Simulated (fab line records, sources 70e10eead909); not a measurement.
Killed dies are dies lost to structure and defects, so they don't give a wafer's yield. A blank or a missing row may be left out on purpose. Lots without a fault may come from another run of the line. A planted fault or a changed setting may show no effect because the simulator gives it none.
fab line records | flow nand_harc | part 2 of 2: steps 5 to 6 of 6
record lots=23 wafers=69 last_day=25
route steps=1159 shown A_STAIRCASE@670 A_SLIT@780
lots that met no fault: from a run of the same line without faults
start_h: hours from the record's first day to the start of the lot's first wafer shown | wait_h: hours since the lot's step before | " the same as in the row above | L1.1+2: a row that stands for several wafers | - no value, or no start given | * or withheld: withheld | < > ~ a bound
route shown NAME@n: a module of which the file shows steps, and the number in the route of the first | usual: mean/standard deviation of fault-free wafers | same: alike in all rows | chamber/n: place in a boat | sites: the reading at each site | _std_site: their standard deviation | _edge_site: outer sites' mean less inner sites' | radius_mm: how far each site lies from the wafer's centre | mask NAME#n: copy n | behind: the tool/chamber that last shaped the wafer | hold: why the lot was held/for how many hours/how that ended | device: the transistor (n, p or np) that didn't switch | end of line: the same wafers' tests at the end of the route | a step without rows: its recipe alone | killed: dies lost to structure and defects at the first sort, not the wafer's yield | map: a wafer's dies, x killed, . not, _ none there
set.NAME: the setting as run; set.NAME@STEP: as run at that earlier step | model.NAME: the simulator's own value behind a step, which no gauge read
steps of the route over a sample of lots; a table a step, a row a wafer
services: from which hour (start_h, from the record's first day; less than 0 if before it) a tool's chamber was out of use, for how many hours, and why
## steps
# step NHARC_A_STAIRCASE_STRIP_475
# recipe time_s=20 o2_flow_sccm=500 ar_flow_sccm=0 bias_w=0 chemistry=O2
# usual drypump_motor_current_A=5.7/0.49 oes_product_au=1.002/0.015 rf_vpp_V=57.6/0.82 showerhead_plenum_p_Torr=3.41/0.13 throttle_valve_pct=17.037/0.0085
# columns lot.wafer tool chamber start_h wait_h drypump_motor_current_A oes_product_au rf_hours_counter_h rf_vpp_V showerhead_plenum_p_Torr throttle_valve_pct
L074.2 rie_diel-13 0 - - 6.2 1.012 11 57.5 3.35 17.028
L074.4 " 1 " " 6.0 0.975 11 57.6 3.44 17.048
L074.6 " 1 " " 6.0 0.984 - 57.4 3.44 17.043
L075.4 rie_diel-08 1 - - 6.0 1.001 3 57.3 3.32 17.035
L075.6 " 2 " " 5.0 0.983 - 57.9 3.36 17.035
L075.5 " 3 " " 5.3 1.012 - 56.5 3.29 17.038
L076.4 rie_diel-05 3 - - 5.8 1.014 48 59.4 3.41 17.039
L076.1 " 0 " " 5.4 0.991 55 57.4 3.38 17.041
L076.6 " 2 " " 6.1 1.009 - 57.6 3.44 17.024
L078.3 rie_diel-08 2 - - 5.0 0.988 2 56.9 3.36 17.040
L078.6 " 3 " " 5.3 1.024 - 56.5 3.29 17.047
L078.5 " 0 " " 5.4 1.003 - 57.6 3.37 17.022
L077.3 rie_diel-08 3 - - 5.3 1.021 7 55.9 3.29 17.039
L077.6 " 2 " " 5.0 0.978 - 58.3 3.35 17.035
L077.5 " 3 " " 5.3 1.013 - 57.1 3.29 17.042
L079.1 rie_diel-08 3 - - 5.3 1.007 8 57.1 3.29 17.037
L079.2 " 1 " " 6.0 1.007 7 57.7 3.32 17.028
L079.5 " 3 " " 5.3 1.014 - 56.9 3.29 17.050
L080.3 rie_diel-08 2 - - 5.0 0.996 18 58.1 3.35 17.036
L080.2 " 3 " " 5.3 1.022 19 57.4 3.28 17.032
L080.1 " 0 " " 5.4 1.000 15 58.2 3.37 17.036
L082.4 rie_diel-08 1 - - 6.0 1.017 17 56.6 3.31 17.027
L082.3 " 2 " " 5.0 0.989 18 56.8 3.35 17.034
L082.5 " 0 " " 5.4 0.988 - 56.4 3.37 17.041
L081.1 rie_diel-05 0 359.88 0.2 5.4 0.999 4 57.7 3.37 17.031
L081.4 " 1 " " 6.5 1.026 - 57.0 3.69 17.026
L081.5 " 0 " " 5.4 0.984 - 58.0 3.37 17.038
L084.2 rie_diel-08 0 - - 5.4 0.993 18 57.2 3.37 17.024
L084.1 " 2 " " 5.0 0.982 22 58.2 3.35 17.019
L084.6 " 0 " " 5.4 0.989 - 56.7 3.37 17.044
L085.3 rie_diel-05 0 370.59 0.2 5.4 0.996 8 58.0 3.37 17.039
L085.2 " 1 " " 6.6 1.019 8 58.6 3.69 17.034
L085.1 " 2 " " 6.1 1.006 7 58.2 3.43 17.036
L083.2 rie_diel-08 1 - - 6.0 1.006 23 57.3 3.31 17.026
L083.3 " 2 " " 5.0 0.985 23 57.2 3.34 17.039
L083.5 " 2 " " 5.0 0.983 - 56.7 3.34 17.027
L087.4 rie_diel-08 2 - - 5.0 0.991 26 57.2 3.34 17.036
L087.1 " 0 " " 5.4 0.991 22 56.8 3.36 17.020
L087.6 " 2 " " 5.0 0.979 - 57.3 3.34 17.025
L086.2 rie_diel-13 1 - - 6.0 0.999 39 57.0 3.43 17.046
L086.1 " 2 " " 5.0 0.980 40 57.2 3.45 17.038
L086.6 " 2 " " 5.0 0.981 - 56.9 3.44 17.025
L090.2 rie_diel-05 3 - - 5.8 0.992 9 57.7 3.40 17.039
L090.3 " 1 " " 6.5 1.023 16 57.2 3.68 17.037
L090.6 " 3 " " 5.8 0.989 - 57.2 3.40 17.040
L088.1 rie_diel-13 2 - - 5.0 0.989 43 57.3 3.44 17.026
L088.3 " 3 " " 6.2 1.010 41 58.4 3.75 17.036
L088.5 " 1 " " 6.0 0.990 - 57.8 3.42 17.055
L089.4 rie_diel-13 3 - - 6.1 1.001 47 58.5 3.75 17.039
L089.1 " 0 " " 6.2 0.998 39 58.3 3.33 17.039
L089.5 " 0 " " 6.2 0.996 - 56.9 3.33 17.033
L094.3 rie_diel-08 0 - - 5.4 0.987 36 57.6 3.36 17.036
L094.2 " 1 " " 6.0 1.003 40 57.0 3.30 17.035
L094.5 " 3 " " 5.3 1.020 - 57.4 3.27 17.037
L092.3 rie_diel-05 2 412.90 0.3 6.1 1.022 25 59.0 3.42 17.043
L092.5 " 3 " " 5.8 0.998 - 58.3 3.40 17.042
L092.6 " 1 " " 6.6 1.022 - 57.2 3.68 17.037
L091.2 rie_diel-13 3 - - 6.2 0.998 49 58.7 3.75 17.038
L091.3 " 0 " " 6.2 1.004 42 57.9 3.33 17.046
L091.5 " 1 " " 6.0 0.989 - 58.3 3.42 17.040
L093.2 rie_diel-05 1 434.35 0.3 6.5 1.026 33 58.1 3.68 17.016
L093.4 " 1 " " 6.6 1.018 - 57.1 3.68 17.037
L093.5 " 1 " " 6.5 1.017 - 57.7 3.67 17.044
L096.3 rie_diel-13 2 - - 5.0 0.968 67 56.7 3.43 17.042
L096.6 " 1 " " 6.0 0.975 - 57.9 3.41 17.030
L096.5 " 2 " " 5.0 0.978 - 58.3 3.43 17.019
L097.1 rie_diel-08 1 452.71 0.2 6.0 1.008 55 58.0 3.29 17.027
L097.6 " 0 " " 5.4 0.995 - 57.7 3.35 17.049
L097.5 " 1 " " 6.0 1.003 - 57.6 3.29 17.030
# step NHARC_A_SLIT_DEP_00
# recipe target_thk_a=32000 temp_c=400 material=aC
# usual susceptor_temp_C=400.03/0.21 throttle_valve_pct=35.000/0.0098
# columns lot.wafer tool chamber start_h wait_h susceptor_temp_C throttle_valve_pct
L074.2 acl_dep-02 0 318.37 - - 34.999
L074.4 " 0 " " - 35.016
L074.6 " 0 " " - 34.991
L076.1 acl_dep-03 0 327.17 - - 34.991
L076.4 " 0 " " - 34.986
L076.6 " 0 " " - 34.987
L078.3 acl_dep-01 0 327.88 - - 34.993
L078.5 " 0 " " - 34.995
L078.6 " 0 " " - 34.971
L075.4 acl_dep-02 0 328.05 - 400.01 34.989
L075.5 " 0 " " 399.71 34.999
L075.6 " 0 " " 399.93 34.998
L079.1 acl_dep-03 0 338.31 - 399.81 35.001
L079.2 " 0 " " 399.99 34.998
L079.5 " 0 " " 399.61 34.996
L077.3 acl_dep-02 0 339.80 - 400.40 35.007
L077.5 " 0 " " 400.05 35.007
L077.6 " 0 " " 400.06 35.007
L080.1 acl_dep-01 0 370.06 - - 34.993
L080.2 " 0 " " - 35.007
L080.3 " 0 " " - 34.982
L082.3 acl_dep-03 0 370.74 - 400.20 35.008
L082.4 " 0 " " 400.15 34.999
L082.5 " 0 " " 400.37 34.998
L081.1 acl_dep-02 0 370.89 - - 34.990
L081.4 " 0 " " - 35.003
L081.5 " 0 " " - 34.991
L085.1 acl_dep-01 0 382.08 - - 34.994
L085.2 " 0 " " - 35.008
L085.3 " 0 " " - 35.009
L084.1 acl_dep-02 0 382.73 - 400.16 35.003
L084.2 " 0 " " 399.98 35.010
L084.6 " 0 384.38 - 400.09 35.003
L083.2 acl_dep-03 0 384.34 - 400.58 34.996
L083.3 " 0 " " 400.17 35.009
L083.5 " 0 " " 400.16 35.003
L086.1 acl_dep-03 0 389.71 - 399.84 34.994
L086.2 " 0 " " 400.02 34.988
L086.6 " 0 391.35 - 399.91 35.005
L087.1 acl_dep-01 0 389.77 - 400.43 34.995
L087.4 " 0 390.77 - 400.29 35.000
L087.6 " 0 " " 399.70 35.004
L088.1 acl_dep-01 0 395.34 - 400.22 34.996
L088.3 " 0 " " 400.08 34.990
L088.5 " 0 " " 400.02 35.000
L090.2 acl_dep-02 0 395.55 - 400.05 34.981
L090.3 " 0 " " 399.96 35.014
L090.6 " 0 " " 400.37 35.003
L089.1 acl_dep-01 0 416.98 - 399.66 34.984
L089.4 " 0 " " 400.24 34.991
L089.5 " 0 " " 400.10 35.002
L094.2 acl_dep-03 0 422.04 - - 34.999
L094.3 " 0 " " - 35.001
L094.5 " 0 " " - 35.009
L091.2 acl_dep-01 0 422.08 - - 35.004
L091.3 " 0 " " - 35.012
L091.5 " 0 " " - 34.996
L092.3 acl_dep-02 0 422.61 - 400.06 35.006
L092.5 " 0 " " 399.98 35.015
L092.6 " 0 " " 400.07 34.993
L093.2 acl_dep-02 0 444.08 - 399.77 35.003
L093.4 " 0 " " 400.09 35.001
L093.5 " 0 " " 399.86 34.999
L097.1 acl_dep-02 0 462.22 - - 35.010
L097.5 " 0 463.50 - - 34.998
L097.6 " 0 " " - 34.980
L096.3 acl_dep-03 0 462.30 - 400.08 35.007
L096.5 " 0 " " 399.92 34.989
L096.6 " 0 " " 399.87 34.985
## services
# columns tool chamber start_h hours kind
pecvd-04 - 230.87 0.7 repair
rie_diel-08 0 230.90 4.1 repair
rie_diel-08 1 232.15 - clean
rie_diel-08 2 232.15 - clean
rie_diel-08 3 232.15 - clean
pecvd-01 - 237.32 13.0 pm
rie_diel-08 2 253.28 3.2 repair
rie_diel-05 2 273.08 2.7 repair
rie_diel-13 - 276.04 9.0 pm
rie_diel-08 3 287.17 3.8 repair
pecvd-03 - 292.05 13.0 pm
acl_dep-01 - 294.81 13.0 pm
rie_diel-08 0 328.04 12.9 repair
rie_diel-05 - 340.67 9.0 pm
acl_dep-02 - 351.26 13.0 pm
rie_diel-05 3 358.94 11.9 repair
pecvd-04 1 362.13 5.7 repair
pecvd-04 - 376.36 13.0 pm
acl_dep-03 - 404.93 13.0 pm
rie_diel-05 0 410.14 35.9 repair
pecvd-01 - 418.32 13.0 pm
rie_diel-05 - 420.80 0.5 repair
rie_diel-13 - 453.05 9.0 pm
acl_dep-02 - 459.34 0.9 repair
